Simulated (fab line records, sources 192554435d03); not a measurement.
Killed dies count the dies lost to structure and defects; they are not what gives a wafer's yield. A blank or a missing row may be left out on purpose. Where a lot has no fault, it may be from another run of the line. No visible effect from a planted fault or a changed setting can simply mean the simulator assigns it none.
Which tool did it? ; flow n5 finfet ; 24 lots, 72 wafers sampled, at 3 steps of a route of 1938

WHAT THE GAUGES SHOWED, per wafer
N5_FIN_SAQP_INSPECT_40: inspects for defects (brightfield). Usual: raw defect count reads 225 (standard deviation 63).
lot;measured;on;raw defect count;flag
L074;day 2 03:48;defect inspect-02;235 161 211;
L075;day 2 09:33;defect inspect-01;337 316 433;
L076;day 2 16:20;defect inspect-01;242 158 161;
L077;day 2 21:52;defect inspect-01;292 324 206;
L078;day 3 03:46;defect inspect-02;376 202 297;
L079;day 3 10:34;defect inspect-02;214 226 289;
L080;day 3 19:16;defect inspect-01;175 207 128;
L081;day 3 23:52;defect inspect-02;317 366 331;
L082;day 4 06:08;defect inspect-02;172 228 206;
L083;day 4 11:31;defect inspect-01;199 153 148;
L084;day 4 14:31;defect inspect-02;270 188 276;
L085;day 5 00:07;defect inspect-01;135 214 153;
L086;day 5 04:26;defect inspect-02;177 225 210;
L087;day 5 08:53;defect inspect-02;195 153 196;
L088;day 5 16:26;defect inspect-02;212 154 133;
L089;day 6 00:22;defect inspect-02;299 232 387;
L090;day 6 05:37;defect inspect-01;246 275 303;
L091;day 6 07:54;defect inspect-01;184 282 250;
L092;day 6 15:10;defect inspect-01;114 206 158;
L093;day 6 21:27;defect inspect-02;189 205 259;
L094;day 7 03:01;defect inspect-02;212 172 241;
L095;day 7 08:29;defect inspect-02;249 277 249;
L096;day 7 14:55;defect inspect-02;244 168 214;
L097;day 7 21:33;defect inspect-02;257 201 204;

N5_FIN_CUT_INSPECT_10: inspects for defects (brightfield). Usual: raw defect count reads 41 (standard deviation 11).
lot;measured;on;raw defect count;flag
L074;day 2 04:11;defect inspect-01;43 34 53;
L075;day 2 10:04;defect inspect-02;44 65 67;
L076;day 2 16:52;defect inspect-01;51 28 35;
L077;day 2 22:16;defect inspect-01;58 55 49;
L078;day 3 04:10;defect inspect-01;80 30 63;
L079;day 3 11:05;defect inspect-02;33 53 47;
L080;day 3 19:40;defect inspect-02;29 46 39;
L081;day 4 00:23;defect inspect-01;64 63 49;
L082;day 4 06:32;defect inspect-02;44 50 58;
L083;day 4 12:02;defect inspect-01;43 36 38;
L084;day 4 14:54;defect inspect-02;41 27 48;
L085;day 5 00:32;defect inspect-01;24 27 25;
L086;day 5 04:49;defect inspect-02;24 42 48;
L087;day 5 09:17;defect inspect-02;29 28 40;
L088;day 5 16:49;defect inspect-02;40 34 32;
L089;day 6 00:45;defect inspect-02;54 45 50;
L090;day 6 06:00;defect inspect-01;44 49 74;
L091;day 6 08:19;defect inspect-02;33 53 43;
L092;day 6 15:41;defect inspect-01;21 29 38;
L093;day 6 21:58;defect inspect-02;37 45 42;
L094;day 7 03:32;defect inspect-01;47 45 51;
L095;day 7 09:00;defect inspect-02;54 40 36;
L096;day 7 15:26;defect inspect-02;40 33 39;
L097;day 7 21:56;defect inspect-01;51 42 41;

WHICH TOOL RAN EACH LOT (tool, then ch and the chambers of the sampled wafers, then the start)
lot;N5_FIN_SAQP_HM_OPEN_33
L074;rie diel-01 ch 1,2, day 2 03:14
L075;rie diel-03 ch 1,2, day 2 09:01
L076;rie diel-01 ch 1,2,3, day 2 15:49
L077;rie diel-03 ch 1,2,3, day 2 21:20
L078;rie diel-03 ch 0,2,3, day 3 03:14
L079;rie diel-04 ch 0,1,2, day 3 10:01
L080;rie diel-04 ch 0,1,2, day 3 18:44
L081;rie diel-04 ch 0,2,3, day 3 23:20
L082;rie diel-04 ch 0,1, day 4 05:37
L083;rie diel-04 ch 2,3, day 4 10:58
L084;rie diel-04 ch 0,2,3, day 4 13:58
L085;rie diel-04 ch 0,2,3, day 4 23:34
L086;rie diel-03 ch 1,2, day 5 03:53
L087;rie diel-01 ch 1,2,3, day 5 08:20
L088;rie diel-03 ch 1,2,3, day 5 15:53
L089;rie diel-01 ch 0,1,3, day 5 23:49
L090;rie diel-01 ch 1,2,3, day 6 05:04
L091;rie diel-03 ch 0,1,2, day 6 07:22
L092;rie diel-03 ch 1,2,3, day 6 14:38
L093;rie diel-03 ch 0,1,2, day 6 20:57
L094;rie diel-04 ch 0,1,2, day 7 02:29
L095;rie diel-03 ch 1,2, day 7 07:49
L096;rie diel-03 ch 0,1,3, day 7 14:22
L097;rie diel-03 ch 0,2,3, day 7 21:01
- N5_FIN_SAQP_HM_OPEN_33: chemistry CH3F/O2, target SiNx, target depth 49.4 nm, time 70.6 s.

WHAT THE TOOLS THEMSELVES READ (means of the sampled wafers that have a number; where no wafer has one, the mark that the record gives instead)
N5_FIN_SAQP_HM_OPEN_33. Usual: O2_flow_sccm 20.01 sccm, standard deviation 0.058; drypump motor current A 5.6 A, standard deviation 0.54; etch rf on time s 69.1 s, standard deviation 1.4; oes product au 0.66 a.u., standard deviation 0.059; rf vpp V 299 V, standard deviation 5.8; showerhead plenum p Torr 2.00 Torr, standard deviation 0.072; throttle valve pct 16.34 %, standard deviation 0.16.
lot;tool;O2_flow_sccm (sccm);drypump motor current A (A);etch rf on time s (s);oes product au (a.u.);rf vpp V (V);showerhead plenum p Torr (Torr);throttle valve pct (%);flag
L074;rie diel-01;19.99;5.0;68.4;0.62;291;1.90;16.57;
L075;rie diel-03;20.02;6.3;68.2;0.67;300;1.95;16.18;
L076;rie diel-01;19.98;5.3;69.4;0.64;297;1.94;16.49;
L077;rie diel-03;19.97;5.8;68.7;0.68;297;1.99;16.28;
L078;rie diel-03;20.03;5.4;68.4;0.74;301;2.06;16.28;
L079;rie diel-04;20.06;5.8;69.1;0.66;298;2.01;16.30;
L080;rie diel-04;19.99;5.8;69.9;0.65;297;2.01;16.31;
L081;rie diel-04;19.97;5.5;70.1;0.64;298;2.03;16.35;
L082;rie diel-04;20.01;6.0;70.3;0.62;295;2.02;16.38;
L083;rie diel-04;20.02;5.6;70.7;0.68;304;1.99;16.32;
L084;rie diel-04;19.99;5.5;69.5;0.64;299;2.03;16.36;
L085;rie diel-04;20.00;5.5;70.2;0.63;299;2.02;16.37;
L086;rie diel-03;19.97;6.3;66.9;0.65;300;1.94;16.23;
L087;rie diel-01;20.02;5.3;70.1;0.63;297;1.93;16.52;
L088;rie diel-03;20.00;5.8;69.4;0.65;298;1.98;16.33;
L089;rie diel-01;19.98;5.6;68.7;0.68;297;1.96;16.33;
L090;rie diel-01;20.05;5.3;69.2;0.63;296;1.93;16.53;
L091;rie diel-03;19.96;5.9;69.5;0.68;303;2.02;16.25;
L092;rie diel-03;19.99;5.8;70.3;0.64;298;1.98;16.34;
L093;rie diel-03;20.08;5.9;68.5;0.68;303;2.02;16.26;
L094;rie diel-04;20.01;5.8;68.4;0.64;297;2.00;16.37;
L095;rie diel-03;19.95;6.2;68.1;0.63;299;1.98;16.35;
L096;rie diel-03;19.99;5.4;68.7;0.68;300;2.02;16.27;
L097;rie diel-03;19.99;5.4;69.7;0.68;301;2.05;16.37;

THE ANSWER, worked out from the rows above alone
Rule: a lot is off if the mean of its wafers that have a number lies more than 3 standard deviations from the usual mean. A lot without any number at a reading at which 4 lots or more have one is off too. All remaining lots with rows at the step are treated as sound. Order of review: gauges by route order, followed by the tools' own readings, for which a lot's mean as printed above is used. At the first step where some lot is off, the reading lying furthest off is the one used; lots without a number count as furthest.
None of the lots is off at any reading shown; this tells nothing.

WHAT THE SIMULATOR HAD PUT IN
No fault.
